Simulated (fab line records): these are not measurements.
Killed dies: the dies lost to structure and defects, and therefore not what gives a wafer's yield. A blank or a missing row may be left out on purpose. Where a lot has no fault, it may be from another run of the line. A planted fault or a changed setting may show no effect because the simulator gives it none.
fab line records ; flow n5_finfet
record: lots: 7; wafers: 21; last_day: 18
route steps=1938 shown SD_EPI_N@279 SD_EPI_P@305 SD_ACTIVATION@334 BEOL_M4@1111 PASSIVATION@1936
lots that met no fault: from a run of the same line without faults
start_h: start of the lot's first displayed wafer, in hours after the record's first day ; wait_h: hours since the lot's step before ; " same as the row above ; L1.1+2: a single row standing in for several wafers ; - no value, or no start given ; * or withheld: withheld ; < > ~ a bound
route shown NAME@n: names a module that has steps shown in the file, with the first one's number in the route ; usual: mean/standard deviation taken from wafers without a fault ; same: alike in all rows ; chamber/n: place in a boat ; sites: the reading at each site ; _std_site: how widely they spread, as a standard deviation ; _edge_site: outer sites' mean less inner sites' ; radius_mm: how far each site lies from the wafer's centre ; mask NAME#n: copy n ; behind: tool/chamber where the wafer was last shaped ; hold: cause of the lot's hold/its duration in hours/its outcome ; device: names the non-switching transistor (n, p or np) ; end of line: the tests these same wafers got at the end of their route ; a step without rows: its recipe alone ; killed: count of dies lost to structure and defects at first sort (not the wafer's yield) ; map: per-die view of a wafer (x killed, . not killed, _ where there is no die)
set.NAME: the setting the step ran with; set.NAME@STEP: the setting that earlier step ran with ; model.NAME: the simulator's own value behind a step, which no gauge read
the route's steps for a sample of lots (tables are steps, rows are wafers)
services: a tool's chamber out of use, with start hour (start_h, from the record's first day; less than 0 if before it), hours out, and reason
== steps ==
step: N5_SD_EPI_N_ETCH_16
recipe: chemistry: CHF3/O2; target: SiO2; target_depth_a: 50; mask_material: SOC; pressure_mtorr: 30; source_w: 650; bias_w: 170; Ar_flow_sccm: 200; CHF3_flow_sccm: 50; O2_flow_sccm: 5; ion_energy_ev: 200
usual: O2_flow_sccm: 4.999/0.014; drypump_motor_current_A: 5.9/0.35; oes_f_703_au: 0.82/0.1; oes_product_au: 0.82/0.11; rf_vpp_V: 531/7.7; showerhead_plenum_p_Torr: 2.45/0.067; throttle_valve_pct: 18.91/0.27
lot.wafer;tool;chamber;start_h;wait_h;O2_flow_sccm;drypump_motor_current_A;oes_f_703_au;oes_product_au;rf_hours_counter_h;rf_vpp_V;showerhead_plenum_p_Torr;throttle_valve_pct
L525.2;rie_diel-02;1;58.25;0.1;5.025;5.5;0.76;0.76;158;525;2.51;19.23
L525.4;rie_diel-02;3;58.25;0.1;4.980;5.5;0.72;0.70;-;520;2.48;18.81
L525.6;rie_diel-02;0;58.25;0.1;5.005;6.0;0.95;0.95;-;530;2.46;18.56
L528.1;rie_diel-01;2;76.11;0.1;5.019;5.9;0.73;0.73;197;535;2.49;19.01
L528.2;rie_diel-01;0;76.11;0.1;4.997;6.0;0.92;0.92;16;524;2.54;18.64
L528.5;rie_diel-01;0;76.11;0.1;5.013;6.0;0.92;0.92;-;523;2.54;18.64
L532.3;rie_diel-02;2;96.88;0.1;4.995;6.2;0.92;0.95;15;550;2.45;18.40
L532.4;rie_diel-02;1;96.88;0.1;4.993;5.5;0.74;0.75;-;524;2.50;19.26
L532.6;rie_diel-02;2;96.88;0.1;5.017;6.2;0.92;0.95;-;551;2.45;18.39
L542.2;rie_diel-02;3;156.00;0.1;5.011;5.5;0.91;0.91;11;520;2.47;18.47
L542.3;rie_diel-02;1;156.00;0.1;4.994;5.5;0.72;0.72;199;525;2.49;19.30
L542.6;rie_diel-02;1;156.00;0.1;4.983;5.5;0.72;0.72;-;522;2.49;19.28
L543.2;rie_diel-02;1;164.46;0.1;5.015;5.5;0.73;0.72;201;523;2.49;19.30
L543.5;rie_diel-02;0;164.46;0.1;4.989;6.0;0.86;0.85;-;528;2.44;18.66
L543.6;rie_diel-02;1;164.46;0.1;5.003;5.5;0.72;0.72;-;524;2.49;19.31
L546.3;rie_diel-06;2;182.35;0.1;4.994;5.7;0.87;0.88;43;527;2.35;18.76
L546.4;rie_diel-06;1;182.35;0.1;5.019;6.6;0.90;0.90;19;535;2.45;18.97
L546.5;rie_diel-06;0;182.35;0.1;4.967;6.2;0.90;0.91;-;532;2.35;18.96
L547.2;rie_diel-01;3;191.81;0.1;4.997;5.3;0.87;0.88;31;524;2.56;19.04
L547.4;rie_diel-01;3;191.81;0.1;5.000;5.3;0.88;0.87;-;527;2.56;19.02
L547.5;rie_diel-01;2;191.81;0.1;5.002;5.9;0.70;0.69;-;534;2.48;19.08
step: N5_SD_EPI_N_SD_RECESS_17
recipe: chemistry: HBr/Cl2/O2; target_depth_a: 410; mask_material: SOC; time_s: 23.7; bt_time_s: 3; pressure_mtorr: 10; icp_w: 800; bias_w: 112; HBr_flow_sccm: 150; Cl2_flow_sccm: 80; O2_flow_sccm: 12
usual: O2_flow_sccm: 12.00/0.033; drypump_motor_current_A: 5.9/0.42; mfc_cl2_sccm: 79.98/0.24; oes_product_au: 0.998/0.018; throttle_valve_pct: 37.22/0.24
same: time_s: 23.7
lot.wafer;tool;chamber;start_h;wait_h;O2_flow_sccm;drypump_motor_current_A;mfc_cl2_sccm;oes_product_au;rf_hours_counter_h;throttle_valve_pct
L525.2;rie_si-05;2;58.32;0.0;12.00;5.9;79.88;1.007;8;37.23
L525.4;rie_si-05;3;58.32;0.0;12.00;6.7;80.03;0.968;105;37.56
L525.6;rie_si-05;1;58.32;0.0;12.01;6.3;80.04;0.989;-;37.38
L528.1;rie_si-05;2;76.18;0.0;11.97;5.9;80.06;1.003;8;37.21
L528.2;rie_si-05;3;76.18;0.0;12.01;6.7;79.75;0.982;105;37.57
L528.5;rie_si-05;2;76.18;0.0;12.03;5.9;80.10;1.009;-;37.23
L532.3;rie_si-02;2;96.95;0.0;12.00;5.7;79.79;1.019;189;36.95
L532.4;rie_si-02;1;96.95;0.0;12.00;5.4;79.77;0.992;86;37.15
L532.6;rie_si-02;2;96.95;0.0;12.00;5.7;79.78;1.010;-;36.97
L542.2;rie_si-02;0;156.07;0.0;12.00;6.1;80.62;1.012;51;37.26
L542.3;rie_si-02;1;156.07;0.0;11.97;5.4;80.07;0.996;87;37.15
L542.6;rie_si-02;1;156.07;0.0;12.00;5.5;80.38;0.988;-;37.17
L543.2;rie_si-05;1;164.54;0.0;12.04;6.3;79.66;1.006;16;37.39
L543.5;rie_si-05;3;164.54;0.0;11.97;6.7;80.05;0.972;-;37.58
L543.6;rie_si-05;2;164.54;0.0;11.97;5.9;79.94;1.005;-;37.22
L546.3;rie_si-05;3;182.42;0.0;11.99;6.7;79.95;0.965;107;37.57
L546.4;rie_si-05;1;182.42;0.0;11.98;6.3;80.04;1.017;17;37.40
L546.5;rie_si-05;1;182.42;0.0;11.99;6.3;80.09;0.999;-;37.41
L547.2;rie_si-05;2;191.91;0.0;11.99;5.9;79.88;0.991;10;37.22
L547.4;rie_si-05;0;191.91;0.0;11.95;5.7;80.08;0.999;107;37.16
L547.5;rie_si-05;3;191.91;0.0;12.06;6.7;79.81;0.968;-;37.58
step: N5_SD_EPI_N_INSPECT_26
recipe: inspect_instrument: darkfield; mode: post_epi
usual: raw_defect_count: 207/48
lot.wafer;tool;chamber;start_h;wait_h;raw_defect_count
L525.2;defect_inspect-01;-;61.58;0.1;234
L525.4;defect_inspect-01;-;61.58;0.1;242
L525.6;defect_inspect-01;-;61.58;0.1;173
L528.1;defect_inspect-02;-;79.76;0.1;175
L528.2;defect_inspect-02;-;79.76;0.1;155
L528.5;defect_inspect-02;-;79.76;0.1;131
L532.3;defect_inspect-02;-;101.74;0.1;164
L532.4;defect_inspect-02;-;101.74;0.1;136
L532.6;defect_inspect-02;-;101.74;0.1;175
L542.2;defect_inspect-01;-;159.74;0.1;557
L542.3;defect_inspect-01;-;159.74;0.1;461
L542.6;defect_inspect-01;-;159.74;0.1;574
L543.2;defect_inspect-01;-;168.54;0.1;492
L543.5;defect_inspect-01;-;168.54;0.1;551
L543.6;defect_inspect-01;-;168.54;0.1;535
L546.3;defect_inspect-01;-;185.95;0.1;252
L546.4;defect_inspect-01;-;185.95;0.1;259
L546.5;defect_inspect-01;-;185.95;0.1;281
L547.2;defect_inspect-01;-;195.20;0.1;183
L547.4;defect_inspect-01;-;195.20;0.1;224
L547.5;defect_inspect-01;-;195.20;0.1;192
step: N5_SD_EPI_P_INSPECT_11
recipe: mode: adi; inspect_instrument: macro
usual: raw_defect_count: 2.1/1.3
lot.wafer;tool;chamber;start_h;wait_h;raw_defect_count
L525.2;defect_inspect-01;-;62.03;0.0;2
L525.4;defect_inspect-01;-;62.03;0.0;3
L525.6;defect_inspect-01;-;62.03;0.0;2
L528.1;defect_inspect-01;-;80.22;0.0;2
L528.2;defect_inspect-01;-;80.22;0.0;3
L528.5;defect_inspect-01;-;80.22;0.0;0
L532.3;defect_inspect-01;-;102.07;0.0;0
L532.4;defect_inspect-01;-;102.07;0.0;0
L532.6;defect_inspect-01;-;102.07;0.0;1
L542.2;defect_inspect-01;-;160.19;0.0;>300
L542.3;defect_inspect-01;-;160.19;0.0;>300
L542.6;defect_inspect-01;-;160.19;0.0;>300
L543.2;defect_inspect-01;-;168.99;0.0;>300
L543.5;defect_inspect-01;-;168.99;0.0;>300
L543.6;defect_inspect-01;-;168.99;0.0;293
L546.3;defect_inspect-02;-;186.28;0.0;1
L546.4;defect_inspect-02;-;186.28;0.0;2
L546.5;defect_inspect-02;-;186.28;0.0;3
L547.2;defect_inspect-01;-;195.65;0.0;0
L547.4;defect_inspect-01;-;195.65;0.0;3
L547.5;defect_inspect-01;-;195.65;0.0;1
step: N5_SD_EPI_P_DESCUM_14
recipe: chemistry: O2; time_s: 7.9; source_power_w: 50; bias_power_w: 20; pressure_mtorr: 20; rf_frequency_hz: 2.712e+07; temp_c: 40; resist: CAR-ArF-block; o2_flow_sccm: 225
usual: drypump_motor_current_A: 5.6/0.43; oes_product_au: 0.80/0.092; rf_vpp_V: 243.1/1.3; showerhead_plenum_p_Torr: 2.09/0.079; throttle_valve_pct: 20.42/0.28
same: time_s: 7.9
lot.wafer;tool;chamber;start_h;wait_h;drypump_motor_current_A;oes_product_au;rf_hours_counter_h;rf_vpp_V;showerhead_plenum_p_Torr;throttle_valve_pct
L525.2;rie_diel-04;2;62.15;0.1;5.0;0.77;140;241.6;2.00;20.31
L525.4;rie_diel-04;1;62.15;0.1;5.0;0.70;-;243.8;2.05;20.36
L525.6;rie_diel-04;2;62.15;0.1;5.0;0.77;-;242.3;2.00;20.30
L528.1;rie_diel-05;1;80.31;0.1;5.5;0.76;136;242.6;2.02;20.22
L528.2;rie_diel-05;3;80.31;0.1;5.4;0.86;50;243.1;2.14;20.60
L528.5;rie_diel-05;2;80.31;0.1;5.8;0.77;-;243.2;2.13;20.69
L532.3;rie_diel-04;1;102.10;0.0;5.0;0.69;210;243.5;2.05;20.38
L532.4;rie_diel-04;2;102.10;0.0;5.0;0.77;152;243.6;2.00;20.32
L532.6;rie_diel-04;0;102.10;0.0;6.3;0.89;-;243.2;2.03;20.46
L542.2;rie_diel-05;3;160.22;0.0;5.4;0.83;73;244.1;2.13;20.64
L542.3;rie_diel-05;2;160.22;0.0;5.8;0.75;133;243.5;2.12;20.73
L542.6;rie_diel-05;2;160.22;0.0;5.7;0.75;-;243.8;2.12;20.73
L543.2;rie_diel-03;0;169.03;0.0;5.7;0.72;170;244.1;2.20;21.04
L543.5;rie_diel-03;0;169.03;0.0;5.7;0.72;-;245.3;2.20;21.04
L543.6;rie_diel-03;1;169.03;0.0;4.9;1.01;-;242.9;2.15;20.34
L546.3;rie_diel-05;3;186.78;0.5;5.4;0.82;80;244.2;2.13;20.66
L546.4;rie_diel-05;1;186.78;0.5;5.5;0.73;168;241.5;2.01;20.26
L546.5;rie_diel-05;3;186.78;0.5;5.4;0.83;-;242.9;2.13;20.66
L547.2;rie_diel-05;1;195.68;0.0;5.5;0.73;171;243.3;2.01;20.28
L547.4;rie_diel-05;2;195.68;0.0;5.8;0.74;144;243.9;2.12;20.73
L547.5;rie_diel-05;3;195.68;0.0;5.4;0.82;-;242.4;2.13;20.64
step: N5_SD_EPI_P_ETCH_36
recipe: chemistry: CF4; target: SiARC; target_depth_a: 455; mask_material: CAR-ArF-block; time_s: 75.8; ion_energy_ev: 80; pressure_mtorr: 40; source_w: 545; bias_w: 36; Ar_flow_sccm: 100; cf4_flow_sccm: 100; ends: cleared
usual: drypump_motor_current_A: 5.6/0.43; etch_rf_on_time_s: 75.3/1.5; oes_product_au: 0.69/0.08; rf_vpp_V: 184.1/1.2; showerhead_plenum_p_Torr: 2.13/0.074; throttle_valve_pct: 15.54/0.25
lot.wafer;tool;chamber;start_h;wait_h;drypump_motor_current_A;etch_rf_on_time_s;oes_product_au;rf_hours_counter_h;rf_vpp_V;showerhead_plenum_p_Torr;throttle_valve_pct
L525.2;rie_diel-04;2;62.18;0.0;5.0;74.4;0.67;140;183.0;2.06;15.50
L525.4;rie_diel-04;1;62.18;0.0;5.1;76.3;0.59;-;184.6;2.12;15.67
L525.6;rie_diel-04;2;62.18;0.0;5.0;74.2;0.67;-;182.5;2.06;15.52
L528.1;rie_diel-05;1;80.35;0.0;5.5;75.4;0.66;136;182.8;2.05;15.32
L528.2;rie_diel-05;3;80.35;0.0;5.4;74.8;0.74;50;183.2;2.16;15.52
L528.5;rie_diel-05;2;80.35;0.0;5.8;75.9;0.66;-;183.9;2.15;15.68
L532.3;rie_diel-04;1;102.14;0.0;5.1;75.7;0.59;210;183.5;2.11;15.68
L532.4;rie_diel-04;2;102.14;0.0;5.0;73.2;0.66;152;182.6;2.05;15.54
L532.6;rie_diel-04;0;102.14;0.0;6.3;72.1;0.79;-;184.5;2.09;15.60
L542.2;rie_diel-05;3;160.26;0.0;5.4;75.3;0.71;73;184.9;2.16;15.59
L542.3;rie_diel-05;2;160.26;0.0;5.8;76.8;0.64;133;183.5;2.15;15.72
L542.6;rie_diel-05;2;160.26;0.0;5.8;77.0;0.64;-;184.7;2.15;15.71
L543.2;rie_diel-03;0;169.06;0.0;5.8;77.3;0.61;170;185.2;2.22;16.01
L543.5;rie_diel-03;0;169.06;0.0;5.8;77.5;0.62;-;185.6;2.22;16.01
L543.6;rie_diel-03;1;169.06;0.0;4.9;72.6;0.88;-;183.9;2.19;15.39
L546.3;rie_diel-05;3;186.82;0.0;5.4;74.2;0.71;80;186.9;2.15;15.61
L546.4;rie_diel-05;1;186.82;0.0;5.5;75.6;0.63;168;183.6;2.04;15.39
L546.5;rie_diel-05;3;186.82;0.0;5.4;74.0;0.71;-;184.8;2.15;15.62
L547.2;rie_diel-05;1;195.72;0.0;5.5;75.9;0.63;171;183.2;2.04;15.39
L547.4;rie_diel-05;2;195.72;0.0;5.8;76.9;0.63;144;183.5;2.14;15.76
L547.5;rie_diel-05;3;195.72;0.0;5.4;73.5;0.71;-;184.5;2.15;15.62
step: N5_SD_EPI_P_INSPECT_26
recipe: inspect_instrument: darkfield; mode: post_epi
usual: raw_defect_count: 183/38
lot.wafer;tool;chamber;start_h;wait_h;raw_defect_count
L525.2;defect_inspect-02;-;66.70;0.0;134
L525.4;defect_inspect-02;-;66.70;0.0;153
L525.6;defect_inspect-02;-;66.70;0.0;146
L528.1;defect_inspect-01;-;84.03;0.0;181
L528.2;defect_inspect-01;-;84.03;0.0;199
L528.5;defect_inspect-01;-;84.03;0.0;134
L532.3;defect_inspect-02;-;105.82;0.0;152
L532.4;defect_inspect-02;-;105.82;0.0;161
L532.6;defect_inspect-02;-;105.82;0.0;164
L542.2;defect_inspect-01;-;163.94;0.0;506
L542.3;defect_inspect-01;-;163.94;0.0;472
L542.6;defect_inspect-01;-;163.94;0.0;538
L543.2;defect_inspect-02;-;172.74;0.0;442
L543.5;defect_inspect-02;-;172.74;0.0;502
L543.6;defect_inspect-02;-;172.74;0.0;394
L546.3;defect_inspect-01;-;191.34;0.0;190
L546.4;defect_inspect-01;-;191.34;0.0;204
L546.5;defect_inspect-01;-;191.34;0.0;222
L547.2;defect_inspect-01;-;200.26;0.0;201
L547.4;defect_inspect-01;-;200.26;0.0;240
L547.5;defect_inspect-01;-;200.26;0.0;144
step: N5_SD_ACTIVATION_INSPECT_02
recipe: inspect_instrument: darkfield; mode: post_anneal
usual: raw_defect_count: 183/40
lot.wafer;tool;chamber;start_h;wait_h;raw_defect_count
L525.2;defect_inspect-02;-;67.54;0.1;131
L525.4;defect_inspect-02;-;67.54;0.1;162
L525.6;defect_inspect-02;-;67.54;0.1;148
L528.1;defect_inspect-02;-;84.79;0.2;161
L528.2;defect_inspect-02;-;84.79;0.2;156
L528.5;defect_inspect-02;-;84.79;0.2;114
L532.3;defect_inspect-02;-;106.60;0.1;155
L532.4;defect_inspect-02;-;106.60;0.1;156
L532.6;defect_inspect-02;-;106.60;0.1;170
L542.2;defect_inspect-02;-;164.71;0.1;482
L542.3;defect_inspect-02;-;164.71;0.1;442
L542.6;defect_inspect-02;-;164.71;0.1;498
L543.2;defect_inspect-02;-;173.63;0.1;447
L543.5;defect_inspect-02;-;173.63;0.1;502
L543.6;defect_inspect-02;-;173.63;0.1;418
L546.3;defect_inspect-01;-;192.10;0.1;199
L546.4;defect_inspect-01;-;192.10;0.1;208
L546.5;defect_inspect-01;-;192.10;0.1;234
L547.2;defect_inspect-01;-;201.03;0.2;203
L547.4;defect_inspect-01;-;201.03;0.2;236
L547.5;defect_inspect-01;-;201.03;0.2;151
step: N5_BEOL_M4_RC_MEAS_101
usual: DIBL_N: 36.9/1.7; DIBL_P: 37.3/2.3; IOFF_N: 0.16/0.033; IOFF_P: 0.22/0.04; ION_N: 673/12; ION_P: 463/8; SS_N: 71.6/0.58; SS_P: 73.4/0.74; VT_N: 250/3.2; VT_P: -250/3.4
lot.wafer;tool;chamber;start_h;wait_h;DIBL_N[mV/V];DIBL_P[mV/V];IOFF_N[nA/um];IOFF_P[nA/um];ION_N[uA/um];ION_P[uA/um];SS_N[mV/dec];SS_P[mV/dec];VT_N[mV];VT_P[mV]
L525.2;prober-02;0;181.31;0.2;35.8;38.3;0.15;0.19;669;455;71.9;74.0;251;-256
L525.4;prober-02;0;181.31;0.2;36.7;38.5;0.16;0.20;675;463;71.5;73.6;249;-255
L525.6;prober-02;0;181.31;0.2;36.7;39.2;0.16;0.21;667;458;71.4;74.5;250;-254
L528.1;prober-01;0;194.08;0.0;38.5;38.0;0.19;0.23;677;456;72.2;73.7;247;-252
L528.2;prober-01;0;194.08;0.0;35.9;34.2;0.13;0.18;656;452;71.5;72.1;252;-255
L528.5;prober-01;0;194.08;0.0;35.7;33.9;0.14;0.17;658;446;71.7;72.0;253;-257
L532.3;prober-02;0;217.30;0.3;36.2;35.5;0.13;0.18;659;453;72.0;73.3;256;-252
L532.4;prober-02;0;217.30;0.3;35.7;36.2;0.13;0.18;655;452;71.5;72.9;255;-252
L532.6;prober-02;0;217.30;0.3;37.7;37.3;0.16;0.21;664;457;72.6;72.8;252;-250
L542.2;prober-01;0;271.95;0.2;36.9;35.1;0.13;0.20;654;456;71.3;73.8;256;-252
L542.3;prober-01;0;271.95;0.2;36.1;35.2;0.13;0.20;661;458;71.1;73.1;254;-251
L542.6;prober-01;0;271.95;0.2;35.7;34.5;0.13;0.19;661;453;71.7;73.3;252;-251
L543.2;prober-01;0;290.96;0.2;37.6;36.4;0.15;0.21;677;470;71.0;72.8;250;-252
L543.5;prober-01;0;290.96;0.2;38.5;37.8;0.17;0.23;697;476;71.4;73.7;248;-249
L543.6;prober-01;0;290.96;0.2;38.1;37.8;0.17;0.23;670;462;71.7;72.7;251;-250
L546.3;prober-02;0;307.75;0.3;38.6;39.3;0.18;0.24;673;459;71.7;73.9;252;-252
L546.4;prober-02;0;307.75;0.3;39.3;39.4;0.18;0.23;669;459;72.6;74.4;251;-253
L546.5;prober-02;0;307.75;0.3;37.7;38.0;0.14;0.21;661;453;72.0;73.8;255;-255
L547.2;prober-02;0;311.07;0.2;36.1;35.9;0.13;0.19;649;447;71.3;72.5;254;-250
L547.4;prober-02;0;311.07;0.2;38.0;37.9;0.15;0.22;676;464;71.4;73.6;252;-249
L547.5;prober-02;0;311.07;0.2;37.1;36.7;0.14;0.20;662;456;70.7;73.4;252;-253
step: N5_PASSIVATION_PROBE_49
usual: defect_limited_yield: 91.2/1.3; killed_at_M0_to_M3: 34/10; killed_at_M4_up: 13/4.6; killed_at_contacts: 13/5.5; killed_at_front_end: 41/12; killed_at_other: 2.8/2.4; killed_dies: 104/16; killed_open: 67/12; killed_short: 33/7.2; sort_bin_5_function: 5.1/0.86; sort_bin_6_memory: 3.3/0.62; sort_n_pass: 1076/16; sort_yield_pct: 91.2/1.3
same: gross_dies: 1180; killed_at_back_side: 0; sort_bin_4_leakage[%]: 0; sort_bin_8_speed[%]: 0
lot.wafer;tool;chamber;start_h;wait_h;defect_limited_yield[%];killed_at_M0_to_M3;killed_at_M4_up;killed_at_contacts;killed_at_front_end;killed_at_other;killed_dies;killed_open;killed_short;sort_bin_5_function[%];sort_bin_6_memory[%];sort_n_pass;sort_yield_pct[%]
L542.2;prober-02;-;368.49;0.1;81.4;42;6;10;159;2;219;59;40;11.6;5.0;961;81.4
L542.3;prober-02;-;368.54;0.1;81.9;48;20;3;142;1;214;61;36;11.6;4.2;966;81.9
L542.6;prober-02;-;368.69;0.3;81.5;43;18;9;141;7;218;69;37;11.9;4.7;962;81.5
L543.2;prober-01;-;390.48;0.1;83.3;25;13;7;152;0;197;45;33;10.4;3.9;983;83.3
L543.5;prober-01;-;390.63;0.2;81.9;33;4;10;165;1;213;67;33;12.4;3.7;967;81.9
L543.6;prober-01;-;390.68;0.3;83.9;37;15;8;126;4;190;61;25;10.0;4.8;990;83.9
killed by level:class
L542.2 SD_EPI_N:unspecified=109 BEOL_M0_SAQP:geometric_particle:open=11 BEOL_M0_SAQP:geometric_particle:short=11 MOL_CONTACT_COAG:geometric_particle:open=9 FIN_SAQP:geometric_particle:short=7 STI_FIN_REVEAL:geometric_particle:open=7 BEOL_M1:geometric_particle:open=7 GATE_CUT:geometric_particle:short=6
L542.3 SD_EPI_N:unspecified=102 BEOL_M0_SAQP:geometric_particle:open=11 HKMG_FIN:area_etch=11 BEOL_M1:geometric_particle:open=8 DUMMY_GATE:geometric_particle:open=6 BEOL_M0_SAQP:geometric_particle:short=6 BEOL_M3:geometric_particle:open=6 BEOL_M4:geometric_particle:short=6
L542.6 SD_EPI_N:unspecified=104 BEOL_M0_SAQP:geometric_particle:open=12 STI_FIN_REVEAL:geometric_particle:open=8 BEOL_M1:geometric_particle:open=7 BEOL_M0_SAQP:geometric_particle:short=7 BEOL_M4:geometric_particle:open=7 DUMMY_GATE:geometric_particle:open=5 MOL_CONTACT_COAG:geometric_particle:open=5
L543.2 SD_EPI_N:unspecified=107 STI_FIN_REVEAL:geometric_particle:open=11 BEOL_M0_SAQP:geometric_particle:short=10 HKMG_FIN:area_etch=10 FIN_SAQP:geometric_particle:open=6 MOL_CONTACT_COAG:geometric_particle:open=6 FIN_SAQP:geometric_particle:short=5 BEOL_M0_SAQP:geometric_particle:open=4
L543.5 SD_EPI_N:unspecified=105 STI_FIN_REVEAL:geometric_particle:open=14 FIN_SAQP:geometric_particle:open=11 FIN_SAQP:geometric_particle:short=9 BEOL_M0_SAQP:geometric_particle:open=9 BEOL_M1:geometric_particle:open=6 DUMMY_GATE:geometric_particle:open=6 MOL_CONTACT_COAG:geometric_particle:short=6
L543.6 SD_EPI_N:unspecified=101 BEOL_M0_SAQP:geometric_particle:open=8 STI_FIN_REVEAL:geometric_particle:open=7 MOL_CONTACT_COAG:geometric_particle:open=7 BEOL_M0_SAQP:geometric_particle:short=7 BEOL_M0:geometric_particle:open=7 GATE_CUT:geometric_particle:short=6 BEOL_M4:geometric_particle:open=5
== services ==
tool;chamber;start_h;hours;kind
rie_diel-02;2;41.97;-;clean
rie_diel-02;2;41.97;-;consumable_replace:focus_ring
rie_diel-02;2;41.97;16.4;scheduled_down
rie_diel-02;2;41.97;16.4;vent_cycle
rie_diel-04;3;43.35;-;clean
rie_diel-04;3;43.35;-;consumable_replace:focus_ring
rie_diel-04;3;43.35;-;consumable_replace:showerhead
rie_diel-04;3;43.35;18.9;scheduled_down
rie_diel-04;3;43.35;18.9;vent_cycle
rie_diel-05;0;69.06;-;clean
rie_diel-05;0;69.06;-;consumable_replace:focus_ring
rie_diel-05;0;69.06;19.3;scheduled_down
rie_diel-05;0;69.06;19.3;vent_cycle
rie_diel-03;3;74.51;6.5;repair
rie_si-02;3;75.35;4.4;repair
rie_diel-03;0;83.65;4.6;repair
rie_diel-01;-;86.10;14.6;pm
rie_diel-06;0;89.21;9.2;repair
rie_diel-02;3;93.61;-;clean
rie_si-02;-;102.08;2.8;pm
rie_si-02;3;109.28;2.6;repair
rie_diel-03;2;161.67;4.7;repair
rie_diel-02;2;171.75;5.4;repair
rie_diel-01;-;189.34;0.3;repair
== key ==
first_sign: step: N5_SD_EPI_N_INSPECT_26; reading: raw_defect_count; direction: up; sigmas: 6.7; usual: 207; struck: 528
effect: step: N5_SD_EPI_P_INSPECT_11; reading: raw_defect_count; direction: up; sigmas: 99+; usual: 2.1; struck: >298.8
effect: step: N5_SD_EPI_P_INSPECT_26; reading: raw_defect_count; direction: up; sigmas: 7.7; usual: 183; struck: 476
effect: step: N5_SD_ACTIVATION_INSPECT_02; reading: raw_defect_count; direction: up; sigmas: 7.1; usual: 183; struck: 465
effect: step: N5_PASSIVATION_PROBE_49; reading: killed_at_front_end; direction: up; sigmas: 9.2; usual: 41; struck: 148
more_kills_born_at: N5_SD_EPI_N_ETCH_16@rie_diel-02: 628
met_at N5_SD_EPI_N_ETCH_16
struck_lots L542,L543
baseline_loss: step: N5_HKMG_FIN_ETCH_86; wafers: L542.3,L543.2
not_acting_at N5_SD_EPI_N_SD_RECESS_17,N5_SD_EPI_P_DESCUM_14,N5_SD_EPI_P_ETCH_36
onset_between 96.88 156.00
fault: kind: chamber_particle_source; tool: rie_diel-02; chamber: -; onset_h: 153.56; steps: N5_SD_EPI_N_ETCH_16; rate_per_visit_cm2: 0.49288; end_h: 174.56
baseline_loss: these wafers lose ten dies or more at that step, a loss of the line's own and not of a fault; the sort's usual values leave them out
